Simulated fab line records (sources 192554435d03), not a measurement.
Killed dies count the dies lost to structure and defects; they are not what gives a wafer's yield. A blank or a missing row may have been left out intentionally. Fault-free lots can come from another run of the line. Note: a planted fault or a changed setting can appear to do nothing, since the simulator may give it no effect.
Matching of chambers -- flow n5_finfet -- 3 sister chambers for N5_BEOL_M10_CURE_71 on uv_cure-03
The step cures SiCOH lowk, time 240 s. 3 wafers are shown with their chamber, then 9 later ones without.

== WAFERS WITH THEIR CHAMBER ==
wafer,chamber,wafer_temp_C_max
L077.4,2,386.0
L081.3,1,385.5
L087.4,0,388.2

== WAFERS WITHOUT THEIR CHAMBER ==
wafer,wafer_temp_C_max
L091.1,386.2
L091.2,385.7
L091.5,386.3
L095.1,386.5
L095.2,386.5
L095.3,386.4
L096.2,385.6
L096.3,385.6
L096.4,386.3

== CHAMBER TAKEN BY EACH ==
wafer,from the rows above,in truth
L091.1,can't be placed: 2 or 1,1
L091.2,can't be placed: 1 or 2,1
L091.5,can't be placed: 2 or 1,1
L095.1,can't be placed: 2 or 1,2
L095.2,can't be placed: 2 or 1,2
L095.3,can't be placed: 2 or 1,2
L096.2,can't be placed: 1 or 2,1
L096.3,can't be placed: 1 or 2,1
L096.4,can't be placed: 2 or 1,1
Placed correctly: 0 of 9. These rows do not allow placing 9 (true chamber among the candidates in 9). 0 placed wrongly.
How it was worked out, from the rows above alone: a wafer's distance from a chamber is the root of the sum, over the readings, of the square of ((its reading less the chamber's mean) divided by the reading's scatter). If the next closest chamber is less than 2 further off than the closest, the wafer can't be placed; otherwise it belongs to the closest. A chamber's mean is the mean of its shown wafers. The scatter (one wafer shown for each chamber): square how far every hidden wafer sits from the nearest shown wafer, average those squares and take the square root.
